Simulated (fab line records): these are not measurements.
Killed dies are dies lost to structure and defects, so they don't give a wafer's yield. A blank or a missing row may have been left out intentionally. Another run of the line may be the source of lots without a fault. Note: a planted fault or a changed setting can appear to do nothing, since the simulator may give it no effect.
Lot-split experiment	flow n5 finfet	on a route of 1938 steps: 7 lots, 39 wafers read

ON THE SPLIT
At N5_DUMMY_GATE_CVD_03 (deposits a-Si from SiH4, target thk 150 nm, time 8042 s), the setting target thk a was moved away from the recipe's 1500 angstrom on 24 of the 39 wafers read, by -11.3% to +11.5%. For the rest of the wafers, this setting stayed at what the recipe calls for.

The split's own step is where the reading is taken.

THE READING
a-Si_of_DUMMY_GATE_CVD_03.thk nm (the simulator's own value, which no gauge read), in nm, at N5_DUMMY_GATE_CVD_03 (deposits a-Si from SiH4, target thk 150 nm, time 8042 s). The file does not state a usual value for it. Average 148.3 nm, standard deviation 1 nm, over the 15 wafers here run with the recipe.

wafer	tool, chamber at the split	target thk a as run, angstrom	against the recipe	a-Si_of_DUMMY_GATE_CVD_03.thk nm, nm	against lot-mates on the recipe
L078.1	-, -	1570	+4.7%	154.2	no lot-mate on the recipe
L078.2	-, -	1570	+4.7%	155.2	no lot-mate on the recipe
L078.3	-, -	1570	+4.7%	155	no lot-mate on the recipe
L078.4	-, -	1570	+4.7%	155.4	no lot-mate on the recipe
L078.6	-, -	1570	+4.7%	155.4	no lot-mate on the recipe
L078.5	-, -	1570	+4.7%	155.8	no lot-mate on the recipe
L079.1	lpcvd-02, 0/40	1500	recipe	149.6	-
L079.3	lpcvd-02, 0/50	1500	recipe	150	-
L079.6	lpcvd-02, 0/64	1500	recipe	150.4	-
L081.1	-, -	1402	-6.5%	137.6	no lot-mate on the recipe
L081.2	-, -	1402	-6.5%	139.8	no lot-mate on the recipe
L081.3	-, -	1402	-6.5%	138.4	no lot-mate on the recipe
L081.4	-, -	1402	-6.5%	139	no lot-mate on the recipe
L081.6	-, -	1402	-6.5%	139	no lot-mate on the recipe
L081.5	-, -	1402	-6.5%	138	no lot-mate on the recipe
L083.1	-, -	1500	recipe	148	-
L083.2	-, -	1500	recipe	149.2	-
L083.3	-, -	1500	recipe	148.8	-
L083.4	-, -	1500	recipe	146.8	-
L083.5	-, -	1500	recipe	147.2	-
L083.6	-, -	1500	recipe	147.8	-
L086.1	-, -	1330	-11.3%	133.6	no lot-mate on the recipe
L086.2	-, -	1330	-11.3%	132	no lot-mate on the recipe
L086.4	-, -	1330	-11.3%	132	no lot-mate on the recipe
L086.3	-, -	1330	-11.3%	131.6	no lot-mate on the recipe
L086.5	-, -	1330	-11.3%	133.2	no lot-mate on the recipe
L086.6	-, -	1330	-11.3%	132.4	no lot-mate on the recipe
L095.1	-, -	1500	recipe	148.2	-
L095.2	-, -	1500	recipe	147.6	-
L095.3	-, -	1500	recipe	147.6	-
L095.4	-, -	1500	recipe	147.4	-
L095.6	-, -	1500	recipe	147.4	-
L095.5	-, -	1500	recipe	148.4	-
L097.1	-, -	1673	+11.5%	168.4	no lot-mate on the recipe
L097.2	-, -	1673	+11.5%	169.4	no lot-mate on the recipe
L097.3	-, -	1673	+11.5%	168.8	no lot-mate on the recipe
L097.4	-, -	1673	+11.5%	167.8	no lot-mate on the recipe
L097.6	-, -	1673	+11.5%	167.8	no lot-mate on the recipe
L097.5	-, -	1673	+11.5%	168	no lot-mate on the recipe

THE FIT
A straight line over all 39 wafers: a-Si_of_DUMMY_GATE_CVD_03.thk nm changes by +1.56 nm for each +1% of target thk a; r = +0.99; the points scatter about the line by 1.3 nm.
Too few moved wafers have a lot-mate on the recipe to fit a line with each lot's own level taken away.

THE FILE'S OWN FIT
a-Si_of_DUMMY_GATE_CVD_03.thk nm changes by +1.56 nm for each +1% of target thk a, r = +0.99.
